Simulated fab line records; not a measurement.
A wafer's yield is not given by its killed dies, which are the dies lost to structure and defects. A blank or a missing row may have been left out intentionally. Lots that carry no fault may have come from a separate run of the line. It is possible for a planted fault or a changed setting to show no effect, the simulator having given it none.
Problem report in the 8D (eight disciplines) form, filled by code    flow nandHarc    the parts of the form that need people (team, actions taken, sign-off) are left out

## 1. WHAT IS WRONG
At NHARC_A_ONON_D1_THK_MEAS_27, thkNm averages 1508 nm over 2 wafers from 2 lots, while fault-free wafers read 996 nm, standard deviation 9.1. Relative to the usual mean, that is a shift of +56 standard deviations.
The step: measures by ellipsometry.
Earliest sighting: wafer L254.3 on filmMetro-02 at day 11 05:27. At this step, 40 wafers from 14 lots have a number in the record. Rule for "out", or "out of limits": more than 4 standard deviations from the usual mean. All remaining wafers that have a number are taken as sound.

## 2. WHAT IT IS; WHAT IT IS NOT
question                     is                          is not
which readings at this step  thkNm                       -
which lots                   L254, L257                  L240, L242, L243, L244, L245, L247, L248, L249, L250, L251, L262, L263
which wafers of those lots   L254.3, L257.4              L254.1, L257.6
read on which gauges         filmMetro-01, filmMetro-02  -
when                         from day 11 05:27           up to then (31 sound wafers); but 7 sound wafers of L257, L262, L263 came after

## 3. THE SUSPECTS, EACH WITH WHAT RULES IT OUT
Counting: a tool at a process step up to the reading stays a suspect if it ran every lot that is out. Sound lots after the first of them don't rule it out here, since some wafers of a struck lot are sound.
- ruled out: the gauge at NHARC_A_ONON_D1_THK_MEAS_27. Those wafers that are out were read across 2 gauges (filmMetro-01, filmMetro-02).
- pecvdOnon-01 at NHARC_A_ONON_D1_DEP_25 (target thk 1000 nm): kept. It ran every lot that is out, first L254 (day 11 04:56); its last sound lot up to then is L251 (day 10 10:56).
Remaining after the count: pecvdOnon-01 at NHARC_A_ONON_D1_DEP_25.

## 4. THE CAUSE (what the simulator had put in)
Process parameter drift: pecvdOnon-01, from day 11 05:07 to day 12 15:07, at NHARC_A_ONON_D1_DEP_25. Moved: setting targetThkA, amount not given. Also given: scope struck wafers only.
After counting, this tool was the only one left.

## 5. THE CHAIN OF EFFECTS, in route order
Each row: a reading where the mean over the struck wafers with a number is more than 3 standard deviations away from the usual. Scope: only readings with a usual standard deviation given in the record; hours: median across lots of the time from each lot's start at the first step in this table that gives one to its start at this step; sigmas: change in usual standard deviations.
hours  step                         reading        usual   on struck wafers  change  sigmas
0      NHARC_A_ONON_D1_THK_MEAS_27  thkNm          996 nm  1508              +512    +56
262    NHARC_END_SORT_01            killedAtArray  28      666               +638    +58
262    NHARC_END_SORT_01            killedAtOther  0.8     5.0               +4.2    +3.8
262    NHARC_END_SORT_01            killedDies     32      677               +645    +59

## 6. WHAT WOULD HAVE CAUGHT IT SOONER
Counted from the fault's start at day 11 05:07, it took 0 hours until the first out-of-limits reading at a measuring or inspecting step in this record, taken at day 11 05:27.
Lots out: 2; of these, L257 started NHARC_A_ONON_D1_DEP_25 on pecvdOnon-01 after day 11 05:27. A tool hold placed at that time would have kept it from harm.
